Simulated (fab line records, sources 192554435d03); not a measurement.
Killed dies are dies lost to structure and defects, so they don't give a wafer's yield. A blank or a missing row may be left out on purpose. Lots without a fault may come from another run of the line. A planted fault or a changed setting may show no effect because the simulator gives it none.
Chamber matching | flow n5_finfet | N5_DUMMY_GATE_ETCH_31 on rie_diel-04: 4 sister chambers
The step etches SiO2 in C4F6/O2, target depth 82.5 nm, time 27.5 s. 4 wafers are shown with their chamber, then 9 later ones without.

WAFERS WITH THEIR CHAMBER
wafer  | chamber | drypump_motor_current_A (A)
L079.5 | 3       | 5.2
L083.5 | 0       | 6.1
L087.4 | 1       | 5.7
L087.5 | 2       | 5.6

WAFERS WITHOUT THEIR CHAMBER
wafer  | drypump_motor_current_A (A)
L088.1 | 5.8
L088.2 | 5.2
L088.3 | 5.6
L092.1 | 5.6
L092.4 | 5.2
L092.5 | 5.7
L093.2 | 6.0
L093.3 | 5.8
L093.6 | 6.0

WHICH CHAMBER EACH WENT THROUGH
wafer  | from the rows above     | in truth
L088.1 | can't be placed: 1 or 2 | 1
L088.2 | 3                       | 3
L088.3 | can't be placed: 2 or 1 | 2
L092.1 | can't be placed: 2 or 1 | 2
L092.4 | 3                       | 3
L092.5 | can't be placed: 1 or 2 | 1
L093.2 | 0                       | 0
L093.3 | can't be placed: 1 or 2 | 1
L093.6 | 0                       | 0
Placed correctly: 4 of 9. Can't be placed from these rows: 5 (the true chamber is among the candidates in 5). Placed wrongly: 0.
How it was worked out, from the rows above alone: a wafer's distance from a chamber is the root of the sum, over the readings, of the square of ((its reading less the chamber's mean) divided by the reading's scatter). The wafer belongs to the nearest chamber; if the next one is less than 2 further off, it can't be placed. A chamber's mean is the mean of its shown wafers. The scatter: with one shown wafer a chamber, the root of the mean of the squares of how far each hidden wafer lies from its nearest shown one.
